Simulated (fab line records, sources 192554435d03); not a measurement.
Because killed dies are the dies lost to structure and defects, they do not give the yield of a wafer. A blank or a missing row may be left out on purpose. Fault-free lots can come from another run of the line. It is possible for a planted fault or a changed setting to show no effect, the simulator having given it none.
Chamber matching || flow n5_finfet || rie_diel-03 running N5_BEOL_M0_SAQP_STRIP_86: 4 sister chambers
The step strips in N2/H2. 4 wafers are shown with their chamber, then 9 later ones without.

WAFERS WITH THEIR CHAMBER
{"wafer": "L077.6", "chamber": 2, "showerhead_plenum_p_Torr (Torr)": 3.41}
{"wafer": "L082.5", "chamber": 1, "showerhead_plenum_p_Torr (Torr)": 3.20}
{"wafer": "L083.5", "chamber": 0, "showerhead_plenum_p_Torr (Torr)": 3.36}
{"wafer": "L083.6", "chamber": 3, "showerhead_plenum_p_Torr (Torr)": 3.58}

WAFERS WHOSE CHAMBER IS MISSING
{"wafer": "L086.3", "showerhead_plenum_p_Torr (Torr)": 3.58}
{"wafer": "L086.4", "showerhead_plenum_p_Torr (Torr)": 3.19}
{"wafer": "L086.5", "showerhead_plenum_p_Torr (Torr)": 3.36}
{"wafer": "L088.2", "showerhead_plenum_p_Torr (Torr)": 3.19}
{"wafer": "L088.3", "showerhead_plenum_p_Torr (Torr)": 3.58}
{"wafer": "L088.5", "showerhead_plenum_p_Torr (Torr)": 3.58}
{"wafer": "L089.1", "showerhead_plenum_p_Torr (Torr)": 3.57}
{"wafer": "L089.2", "showerhead_plenum_p_Torr (Torr)": 3.36}
{"wafer": "L089.4", "showerhead_plenum_p_Torr (Torr)": 3.40}

WHICH CHAMBER EACH WENT THROUGH
{"wafer": "L086.3", "from the rows above": 3, "in truth": 3}
{"wafer": "L086.4", "from the rows above": 1, "in truth": 1}
{"wafer": "L086.5", "from the rows above": 0, "in truth": 0}
{"wafer": "L088.2", "from the rows above": 1, "in truth": 1}
{"wafer": "L088.3", "from the rows above": 3, "in truth": 3}
{"wafer": "L088.5", "from the rows above": 3, "in truth": 3}
{"wafer": "L089.1", "from the rows above": 3, "in truth": 3}
{"wafer": "L089.2", "from the rows above": 0, "in truth": 0}
{"wafer": "L089.4", "from the rows above": 2, "in truth": 2}
Correct placement for 9 of the 9. Not placeable from these rows: 0. 0 placed wrongly.
How it was worked out, from the rows above alone: a wafer's distance from a chamber is the root of the sum, over the readings, of the square of ((its reading less the chamber's mean) divided by the reading's scatter). If the next closest chamber is less than 2 further off than the closest, the wafer can't be placed; otherwise it belongs to the closest. The mean given for a chamber averages the wafers shown for that chamber. The scatter: root of mean squared gap, hidden wafer to nearest shown wafer, with one shown wafer a chamber.
